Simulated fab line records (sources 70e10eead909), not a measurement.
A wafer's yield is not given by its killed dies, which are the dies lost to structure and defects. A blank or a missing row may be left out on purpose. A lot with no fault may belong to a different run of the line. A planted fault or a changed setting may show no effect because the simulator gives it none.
fab line records | flow nand-harc | part 1 of 2: steps 1 to 4 of 6
record lots=22 wafers=66 last-day=24
route steps=1159 shown P_CONTACT@235 P_M0@264 P_M1@298
lots with no fault: from the same line, run without faults
start-h: start of the lot's first displayed wafer, in hours after the record's first day | wait-h: time in hours since the lot's previous step | " the same as in the row above | L1.1+2: a single row standing in for several wafers | - no value, or no start given | * or withheld: withheld | < > ~ a bound
route shown NAME@n: a module of which the file shows steps, and the number in the route of the first | usual: mean and standard deviation over wafers with no fault | same: alike in all rows | chamber/n: place in a boat | sites: each site's reading | _std_site: standard deviation of those values | _edge_site: outer sites' mean less inner sites' | radius-mm: for every site, how far away it sits from the centre of the wafer | mask NAME#n: copy n | behind: the most recent tool/chamber to have shaped the wafer | hold: why the lot was held/for how many hours/how that ended | device: names the non-switching transistor (n, p or np) | end of line: tests run on the same wafers once the route is complete | for a step that has no rows: nothing shown but its recipe | killed: dies lost to structure and defects at the first sort, not the wafer's yield | map: dies across one wafer; x = killed, . = not, _ = none there
set.NAME: the run value of the setting; set.NAME@STEP: its run value at that earlier step | model.NAME: the simulator's own value behind a step, which no gauge read
one table for each step of the route and one row for each wafer, over a sample of lots
services: from which hour (start-h, from the record's first day; less than 0 if before it) a tool's chamber was out of use, for how many hours, and why
## steps
# step NHARC_P_CONTACT_DESCUM_17
# recipe time-s=3 o2-flow-sccm=200 ar-flow-sccm=0 bias-power-w=0 chemistry=O2
# usual drypump-motor-current-A=5.4/0.52 oes-product-au=1.000/0.0069 rf-vpp-V=57.6/0.98 showerhead-plenum-p-Torr=1.88/0.088 throttle-valve-pct=11.311/0.0089
# columns lot.wafer tool chamber start-h wait-h drypump-motor-current-A oes-product-au rf-hours-counter-h rf-vpp-V showerhead-plenum-p-Torr throttle-valve-pct
L074.1 rie-diel-03 2 107.10 0.1 5.8 1.003 6 56.2 1.78 11.305
L074.6 " 1 " " 4.7 1.006 - 56.9 1.93 11.311
L074.5 " 2 " " 5.8 1.001 - 58.5 1.78 11.307
L075.2 rie-diel-03 0 114.05 0.1 4.8 0.993 7 57.6 1.98 11.306
L075.1 " 1 " " 4.7 1.011 6 57.8 1.93 11.325
L075.4 " 2 " " 5.8 1.005 7 55.7 1.78 11.299
L076.2 rie-diel-03 1 126.15 0.1 4.6 1.000 7 58.3 1.93 11.323
L076.4 " 2 " " 5.8 1.012 7 58.1 1.78 11.312
L076.6 " 2 " " 5.8 1.005 - 57.5 1.78 11.333
L078.1 rie-diel-03 0 136.27 0.1 4.8 0.999 10 58.2 1.98 11.303
L078.2 " 3 " " 5.6 0.998 9 56.7 1.78 11.327
L078.6 " 1 " " 4.7 0.994 - 57.5 1.93 11.307
L079.3 rie-diel-12 2 136.82 0.1 5.6 1.001 11 58.9 1.95 11.313
L079.1 " 3 " " 6.4 0.994 12 55.5 1.79 11.303
L079.2 " 0 " " 5.4 1.004 7 59.7 1.92 11.307
L080.2 rie-diel-03 0 153.07 0.1 4.9 0.997 11 57.5 1.98 11.310
L080.5 " 2 " " 5.8 1.007 - 56.9 1.78 11.307
L080.6 " 3 " " 5.5 0.991 - 58.3 1.78 11.304
L082.3 rie-diel-12 3 153.43 0.1 6.5 1.003 13 57.7 1.79 11.310
L082.1 " 1 " " 5.4 0.987 12 58.2 2.01 11.324
L082.6 " 3 " " 6.4 0.998 - 57.5 1.79 11.312
L081.1 rie-diel-12 0 154.14 0.1 5.4 0.995 8 57.7 1.92 11.316
L081.5 " 3 " " 6.4 0.998 - 58.5 1.79 11.301
L081.6 " 0 " " 5.4 1.011 - 57.8 1.92 11.306
L083.4 rie-diel-03 0 168.66 0.1 4.9 1.001 12 60.4 1.98 11.319
L083.5 " 0 " " 4.8 1.009 - 56.8 1.98 11.315
L083.6 " 1 " " 4.7 0.997 - 57.4 1.93 11.300
L084.1 rie-diel-12 0 174.47 0.1 5.4 0.999 11 57.4 1.92 11.309
L084.4 " 1 " " 5.4 1.002 16 58.1 2.01 11.327
L084.6 " 0 " " 5.4 0.989 - 57.1 1.92 11.306
L085.2 rie-diel-12 1 187.36 0.1 5.4 0.996 18 57.9 2.01 11.302
L085.4 " 3 " " 6.4 0.993 18 58.2 1.79 11.321
L085.6 " 1 " " 5.4 0.994 - 58.0 2.01 11.306
L087.4 rie-diel-03 1 192.52 0.1 4.6 1.005 14 58.0 1.92 11.303
L087.1 " 2 " " 5.8 1.015 14 57.0 1.78 11.310
L087.6 " 1 " " 4.6 0.996 - 58.3 1.92 11.325
L089.3 rie-diel-03 3 194.54 0.1 5.6 0.998 14 57.1 1.78 11.307
L089.4 " 1 " " 4.6 1.002 14 56.6 1.92 11.327
L089.6 " 2 " " 5.8 0.988 - 57.8 1.78 11.303
L088.3 rie-diel-03 1 195.54 0.1 4.6 0.992 15 58.0 1.92 11.309
L088.4 " 3 " " 5.6 0.991 15 57.5 1.78 11.307
L088.5 " 0 " " 4.8 0.988 - 58.8 1.98 11.300
L090.1 rie-diel-03 2 207.48 0.1 5.8 1.004 15 56.8 1.78 11.319
L090.6 " 3 " " 5.5 1.004 - 56.6 1.78 11.329
L090.5 " 0 " " 4.8 1.006 - 57.2 1.98 11.310
L091.3 rie-diel-03 2 209.11 0.1 5.8 1.010 16 56.5 1.78 11.303
L091.1 " 3 " " 5.5 1.007 16 57.3 1.78 11.305
L091.6 " 2 " " 5.8 0.998 - 56.7 1.78 11.317
L093.4 rie-diel-03 3 226.02 0.1 5.6 1.001 0 55.5 1.78 11.302
L093.2 " 0 " " 4.8 1.010 0 57.6 1.98 11.299
L093.1 " 1 " " 4.7 1.005 0 59.3 1.92 11.301
L092.1 rie-diel-03 3 226.19 0.1 5.6 0.996 0 56.7 1.78 11.309
L092.6 " 0 " " 4.8 0.995 - 57.4 1.98 11.324
L092.5 " 1 " " 4.6 1.003 - 57.4 1.92 11.316
L095.1 rie-diel-12 3 231.39 0.1 6.4 0.982 4 56.8 1.79 11.297
L095.6 " 2 " " 5.6 0.998 - 58.4 1.95 11.300
L095.5 " 3 " " 6.4 1.010 - 56.3 1.79 11.326
L094.3 rie-diel-03 3 232.77 0.1 5.6 0.997 1 57.3 1.78 11.312
L094.2 " 1 " " 4.6 1.008 1 57.4 1.92 11.311
L094.6 " 2 " " 5.8 1.005 - 57.8 1.78 11.305
L096.3 rie-diel-12 0 241.20 0.1 5.4 1.002 4 58.7 1.92 11.315
L096.4 " 2 " " 5.5 1.000 4 58.6 1.95 11.309
L096.6 " 1 " " 5.4 1.003 - 57.1 2.00 11.313
L097.3 rie-diel-03 1 241.64 0.1 4.7 0.992 2 57.8 1.92 11.294
L097.6 " 1 " " 4.6 1.009 - 57.2 1.92 11.309
L097.5 " 2 " " 5.8 1.009 - 58.1 1.78 11.321
# step NHARC_P_CONTACT_STRIP_28
# recipe o2-flow-sccm=500 ar-flow-sccm=0 bias-w=0 chemistry=O2
# usual drypump-motor-current-A=5.5/0.49 oes-product-au=1.000/0.0071 rf-vpp-V=57.6/0.91 showerhead-plenum-p-Torr=3.51/0.14 throttle-valve-pct=17.037/0.0091
# columns lot.wafer tool chamber start-h wait-h drypump-motor-current-A oes-product-au rf-hours-counter-h rf-vpp-V showerhead-plenum-p-Torr throttle-valve-pct
L074.1 rie-diel-08 1 108.07 0.1 5.2 0.983 53 58.8 3.65 17.038
L074.5 " 3 " " 5.7 0.996 - 58.0 3.47 17.033
L074.6 " 0 " " 6.0 0.994 - 58.7 3.71 17.026
L075.2 rie-diel-03 3 114.99 0.1 5.6 0.992 7 57.0 3.31 17.034
L075.1 " 0 " " 4.8 0.995 7 58.3 3.65 17.042
L075.4 " 1 " " 4.6 1.002 7 59.0 3.55 17.021
L076.4 rie-diel-12 2 127.14 0.1 5.5 0.997 10 57.5 3.59 17.026
L076.2 " 1 " " 5.4 1.004 10 58.1 3.69 17.033
L076.6 " 3 " " 6.4 1.009 - 58.7 3.32 17.042
L078.1 rie-diel-03 2 137.25 0.1 5.8 1.014 9 57.2 3.30 17.032
L078.2 " 3 " " 5.6 1.020 9 57.4 3.31 17.035
L078.6 " 1 " " 4.6 1.007 - 57.2 3.55 17.038
L079.1 rie-diel-08 3 137.76 0.1 5.7 1.008 1 56.3 3.47 17.045
L079.2 " 0 " " 6.0 1.005 1 56.8 3.70 17.041
L079.3 " 1 " " 5.2 0.998 1 59.0 3.65 17.056
L080.2 rie-diel-03 0 154.04 0.1 4.8 0.999 11 56.5 3.64 17.043
L080.5 " 1 " " 4.6 1.006 - 57.4 3.55 17.033
L080.6 " 2 " " 5.8 1.005 - 57.6 3.30 17.035
L082.1 rie-diel-03 2 154.42 0.1 5.8 1.023 10 57.8 3.30 17.044
L082.3 " 3 " " 5.6 0.994 10 57.1 3.31 17.048
L082.6 " 1 " " 4.6 0.998 - 57.3 3.55 17.047
L081.1 rie-diel-08 0 155.11 0.1 6.0 0.993 6 56.9 3.70 17.031
L081.5 " 3 " " 5.7 1.003 - 57.1 3.47 17.037
L081.6 " 1 " " 5.2 0.998 - 58.8 3.64 17.031
L083.4 rie-diel-03 2 170.09 0.1 5.8 1.020 11 56.5 3.30 17.032
L083.6 " 2 " " 5.8 1.003 - 56.7 3.30 17.035
L083.5 " 3 " " 5.6 1.001 - 58.2 3.31 17.043
L084.1 rie-diel-03 0 175.43 0.1 4.9 1.005 14 57.3 3.64 17.035
L084.4 " 1 " " 4.7 1.007 13 57.3 3.55 17.038
L084.6 " 3 " " 5.6 1.003 - 57.2 3.31 17.038
L085.2 rie-diel-12 3 188.31 0.1 6.5 0.996 19 57.0 3.32 17.055
L085.4 " 0 " " 5.4 0.992 13 58.2 3.54 17.040
L085.6 " 3 " " 6.4 0.984 - 56.9 3.32 17.029
L087.1 rie-diel-12 2 193.46 0.1 5.5 1.006 18 56.6 3.59 17.041
L087.4 " 3 " " 6.4 1.004 19 57.1 3.32 17.020
L087.6 " 3 " " 6.4 1.005 - 56.2 3.32 17.028
L089.4 rie-diel-12 2 195.51 0.1 5.6 1.010 18 57.2 3.59 17.047
L089.3 " 3 " " 6.4 0.996 19 56.4 3.32 17.032
L089.6 " 1 " " 5.4 0.995 - 57.7 3.69 17.044
L088.4 rie-diel-12 3 196.49 0.1 6.4 1.004 19 58.0 3.32 17.052
L088.3 " 0 " " 5.4 1.004 14 57.7 3.54 17.035
L088.5 " 3 " " 6.4 1.001 - 56.4 3.32 17.020
L090.1 rie-diel-03 3 208.44 0.1 5.6 1.004 16 56.0 3.30 17.042
L090.5 " 0 " " 4.9 0.994 - 57.7 3.64 17.015
L090.6 " 1 " " 4.7 0.999 - 57.7 3.55 17.038
L091.1 rie-diel-08 3 210.08 0.1 5.7 1.004 30 56.1 3.45 17.047
L091.3 " 0 " " 6.0 0.989 29 58.2 3.69 17.030
L091.6 " 3 " " 5.7 1.007 - 58.6 3.45 17.037
L093.4 rie-diel-12 2 227.17 0.1 5.5 0.999 3 58.3 3.59 17.029
L093.2 " 3 " " 6.4 0.996 3 56.5 3.31 17.044
L093.1 " 1 " " 5.4 0.996 3 57.7 3.69 17.045
L092.1 rie-diel-03 2 227.29 0.1 5.8 1.012 1 57.7 3.30 17.031
L092.5 " 1 " " 4.6 1.009 - 55.8 3.54 17.033
L092.6 " 2 " " 5.8 1.003 - 57.7 3.30 17.039
L095.1 rie-diel-12 2 232.37 0.1 5.6 1.009 3 57.5 3.59 17.033
L095.5 " 3 " " 6.4 1.004 - 57.9 3.31 17.041
L095.6 " 0 " " 5.4 1.001 - 56.6 3.53 17.048
L094.2 rie-diel-12 3 233.96 0.1 6.4 1.000 4 57.7 3.31 17.049
L094.3 " 0 " " 5.4 0.997 4 57.0 3.53 17.021
L094.6 " 2 " " 5.6 0.990 - 57.4 3.59 17.040
L096.4 rie-diel-12 1 242.15 0.1 5.4 1.000 4 56.0 3.69 17.029
L096.3 " 2 " " 5.6 1.004 4 57.3 3.59 17.022
L096.6 " 1 " " 5.4 1.011 - 57.6 3.68 17.036
L097.3 rie-diel-08 0 242.58 0.1 6.0 1.001 39 58.3 3.68 17.039
L097.5 " 0 " " 6.0 1.002 - 57.0 3.68 17.044
L097.6 " 1 " " 5.2 0.995 - 57.4 3.62 17.045
# step NHARC_P_M0_OVL_MEAS_10
# recipe pitch-nm=180
# usual overlay-x-nm=-0.2/0.86 overlay-y-nm=0.0/0.78
# columns lot.wafer tool chamber start-h wait-h overlay-x-nm overlay-y-nm
L074.1 overlay-02 - 111.17 - -0.1 0.0
L074.5 " - " " -0.5 0.2
L074.6 " - " " -0.6 -0.4
L075.1 overlay-01 - 121.22 - 0.3 0.4
L075.2 " - " " -0.3 0.3
L075.4 " - " " -0.4 0.7
L076.2 overlay-01 - 134.99 - 0.4 -0.3
L076.4 " - " " -0.3 -0.2
L076.6 " - " " -0.3 0.0
L078.1 overlay-02 - 143.76 - 0.7 0.2
L078.2 " - " " 0.4 1.1
L078.6 " - " " 0.8 0.4
L079.1 overlay-02 - 143.95 - -0.3 0.5
L079.2 " - " " -1.2 -0.4
L079.3 " - " " -0.1 0.0
L080.2 overlay-01 - 164.91 - -1.5 0.1
L080.5 " - " " -1.3 0.1
L080.6 " - " " -0.9 -0.8
L082.1 overlay-01 - 165.46 - 1.5 0.6
L082.3 " - " " 1.9 0.4
L082.6 " - " " 1.3 1.1
L081.1 overlay-01 - 165.61 - 0.1 -0.4
L081.5 " - " " 0.0 -0.7
L081.6 " - " " 0.1 -0.2
L083.4 overlay-02 - 173.28 - -1.2 0.3
L083.5 " - " " -0.8 0.3
L083.6 " - " " -1.1 -0.2
L084.1 overlay-02 - 182.63 - -0.5 0.2
L084.4 " - " " -0.2 0.1
L084.6 " - " " -0.2 0.4
L085.2 overlay-02 - 191.47 - -0.3 0.0
L085.4 " - " " -0.8 0.0
L085.6 " - " " -0.8 0.0
L087.1 overlay-01 - 203.45 - 1.5 0.8
L087.4 " - " " 0.5 1.1
L087.6 " - " " 1.3 1.4
L089.3 overlay-02 - 203.99 - -1.0 0.2
L089.4 " - " " -0.7 0.6
L089.6 " - " " -1.0 0.3
L088.3 overlay-01 - 204.53 - 0.3 1.7
L088.4 " - " " 0.1 1.1
L088.5 " - " " -0.1 1.0
L090.1 overlay-01 - 211.85 - -0.1 0.7
L090.5 " - " " -0.5 0.4
L090.6 " - " " -0.8 0.0
L091.1 overlay-02 - 213.50 - -0.1 -1.4
L091.3 " - " " -0.4 -1.2
L091.6 " - " " -0.1 -1.5
L093.1 overlay-02 - 233.96 - -0.2 0.7
L093.2 " - " " 0.3 1.4
L093.4 " - " " 0.4 0.9
L092.1 overlay-01 - 234.49 - 1.0 0.2
L092.5 " - " " 0.7 0.2
L092.6 " - " " 0.6 -0.3
L095.1 overlay-01 - 235.47 - -0.8 1.0
L095.5 " - " " -1.0 0.5
L095.6 " - " " -0.8 1.0
L094.2 overlay-02 - 237.21 - -1.4 -0.6
L094.3 " - " " -1.0 -1.0
L094.6 " - " " -1.2 -1.0
L096.3 overlay-02 - 245.24 - -0.2 -1.0
L096.4 " - " " -0.8 -0.8
L096.6 " - " " -0.1 -0.3
L097.3 overlay-02 - 245.90 - -0.2 -1.7
L097.5 " - " " -0.6 -2.0
L097.6 " - " " -0.7 -1.3
# step NHARC_P_M0_ETCH_34
# recipe target-depth-a=400 overetch-a=120 time-s=43.94 ion-energy-ev=200 n2-flow-sccm=150 h2-flow-sccm=150 ar-flow-sccm=0 rf-w=400 bias-w=150 chemistry=N2/H2
# usual drypump-motor-current-A=5.6/0.61 n2-flow-sccm=150.0/0.48 oes-product-au=0.997/0.0078 rf-vpp-V=429.4/2.4 showerhead-plenum-p-Torr=1.99/0.085 throttle-valve-pct=14.171/0.0091
# columns lot.wafer tool chamber start-h wait-h drypump-motor-current-A n2-flow-sccm oes-product-au rf-hours-counter-h rf-vpp-V showerhead-plenum-p-Torr throttle-valve-pct
L074.1 rie-diel-04 1 111.37 0.1 5.3 150.1 1.002 12 432.7 2.14 14.185
L074.5 " 2 " " 6.4 149.9 1.003 - 431.2 2.01 14.175
L074.6 " 3 " " 6.4 150.0 0.988 - 427.5 1.96 14.163
L075.4 rie-diel-04 2 121.41 0.1 6.4 149.9 0.999 0 430.0 2.01 14.174
L075.2 " 3 " " 6.5 150.5 0.998 0 428.5 1.96 14.163
L075.1 " 1 " " 5.3 149.6 1.001 0 433.3 2.14 14.177
L076.4 rie-diel-07 2 135.19 0.1 5.6 149.5 1.013 4 430.3 2.00 14.169
L076.2 " 3 " " 5.2 151.0 0.993 4 433.9 2.18 14.188
L076.6 " 3 " " 5.2 150.6 0.997 - 434.6 2.18 14.179
L078.2 rie-diel-07 1 144.00 0.1 5.2 151.3 0.998 5 428.0 1.96 14.153
L078.1 " 2 " " 5.5 149.9 1.003 5 429.8 2.00 14.175
L078.6 " 3 " " 5.2 149.8 0.986 - 433.2 2.18 14.172
L079.2 rie-diel-07 2 144.14 0.1 5.5 151.2 0.987 5 430.8 2.00 14.176
L079.1 " 3 " " 5.2 150.0 0.987 5 433.2 2.18 14.176
L079.3 " 1 " " 5.2 149.7 0.991 5 430.1 1.96 14.167
L080.2 rie-diel-11 1 165.11 0.1 4.7 150.3 0.996 9 429.9 1.95 14.178
L080.5 " 3 " " 4.8 149.4 0.997 - 427.4 1.91 14.152
L080.6 " 0 " " 6.0 149.7 0.998 - 431.0 2.04 14.170
L082.3 rie-diel-07 3 165.65 0.1 5.2 149.7 0.991 6 434.2 2.18 14.151
L082.1 " 0 " " 6.0 148.9 0.993 6 427.5 1.96 14.160
L082.6 " 2 " " 5.5 149.5 1.008 - 428.8 2.00 14.175
L081.1 rie-diel-11 2 165.80 0.1 6.2 150.4 0.985 10 427.3 1.91 14.176
L081.5 " 1 " " 4.7 150.8 1.002 - 428.8 1.95 14.173
L081.6 " 2 " " 6.2 150.6 0.993 - 427.4 1.91 14.180
L083.4 rie-diel-07 2 173.47 0.1 5.5 150.3 1.001 6 430.6 2.00 14.181
L083.6 " 1 " " 5.2 149.8 0.990 - 428.1 1.96 14.175
L083.5 " 2 " " 5.6 149.8 1.000 - 429.1 2.00 14.172
L084.1 rie-diel-11 3 182.81 0.1 4.8 149.6 0.984 11 427.3 1.91 14.179
L084.4 " 0 " " 6.0 149.8 0.996 10 431.0 2.04 14.166
L084.6 " 3 " " 4.8 150.1 0.988 - 425.8 1.91 14.171
L085.4 rie-diel-07 0 191.66 0.1 6.0 150.2 1.004 7 429.4 1.96 14.188
L085.2 " 1 " " 5.2 149.3 0.996 8 428.6 1.96 14.183
L085.6 " 0 " " 6.0 149.9 0.997 - 428.2 1.96 14.167
L087.1 rie-diel-04 1 203.65 0.1 5.3 149.8 0.996 7 433.3 2.14 14.167
L087.4 " 1 " " 5.3 150.1 0.993 - 433.1 2.14 14.163
L087.6 " 2 " " 6.4 150.5 1.004 - 429.0 2.01 14.176
L089.3 rie-diel-11 2 204.17 0.1 6.2 149.8 0.996 1 426.1 1.91 14.170
L089.4 " 3 " " 4.8 150.2 0.979 1 427.1 1.91 14.180
L089.6 " 2 " " 6.2 149.7 1.004 - 426.0 1.91 14.193
L088.3 rie-diel-07 1 204.71 0.1 5.2 149.6 0.995 8 428.9 1.96 14.171
L088.4 " 3 " " 5.2 150.8 0.988 8 435.4 2.17 14.192
L088.5 " 1 " " 5.2 150.9 0.987 - 428.2 1.96 14.175
L090.1 rie-diel-11 2 212.05 0.1 6.2 150.6 0.997 1 427.5 1.91 14.152
L090.5 " 3 " " 4.8 149.1 0.993 - 428.1 1.91 14.177
L090.6 " 0 " " 6.0 150.6 0.991 - 431.1 2.04 14.178
L091.3 rie-diel-11 1 213.69 0.1 4.7 149.8 1.004 1 428.3 1.95 14.171
L091.1 " 3 " " 4.8 150.5 0.982 1 426.5 1.91 14.170
L091.6 " 1 " " 4.7 150.5 0.992 - 428.0 1.95 14.174
L093.1 rie-diel-04 2 234.18 0.1 6.4 150.1 0.999 9 432.1 2.01 14.165
L093.2 " 3 " " 6.4 149.4 1.006 9 428.3 1.96 14.162
L093.4 " 1 " " 5.3 150.2 1.001 9 433.5 2.14 14.159
L092.1 rie-diel-11 1 234.69 0.1 4.7 149.7 1.002 3 427.6 1.95 14.179
L092.6 " 1 " " 4.7 150.0 0.998 - 428.9 1.95 14.174
L092.5 " 2 " " 6.2 148.7 1.000 - 427.5 1.91 14.177
L095.1 rie-diel-11 3 235.67 0.1 4.8 150.2 0.992 4 429.5 1.91 14.175
L095.6 " 2 " " 6.2 149.3 1.011 - 427.4 1.91 14.168
L095.5 " 3 " " 4.8 149.8 0.996 - 426.6 1.91 14.167
L094.3 rie-diel-11 1 237.40 0.1 4.7 150.0 0.991 3 429.0 1.95 14.180
L094.2 " 2 " " 6.2 150.4 1.001 4 427.0 1.91 14.177
L094.6 " 3 " " 4.8 149.7 0.992 - 427.9 1.91 14.171
L096.4 rie-diel-11 3 245.43 0.1 4.9 150.1 0.979 5 426.6 1.91 14.183
L096.3 " 0 " " 6.0 149.5 0.987 4 430.6 2.04 14.156
L096.6 " 2 " " 6.2 150.6 0.999 - 426.8 1.91 14.158
L097.3 rie-diel-11 0 246.09 0.1 6.0 150.0 0.992 4 431.8 2.04 14.155
L097.5 " 3 " " 4.9 149.3 0.986 - 427.9 1.91 14.177
L097.6 " 0 " " 6.0 151.2 0.994 - 429.5 2.04 14.175
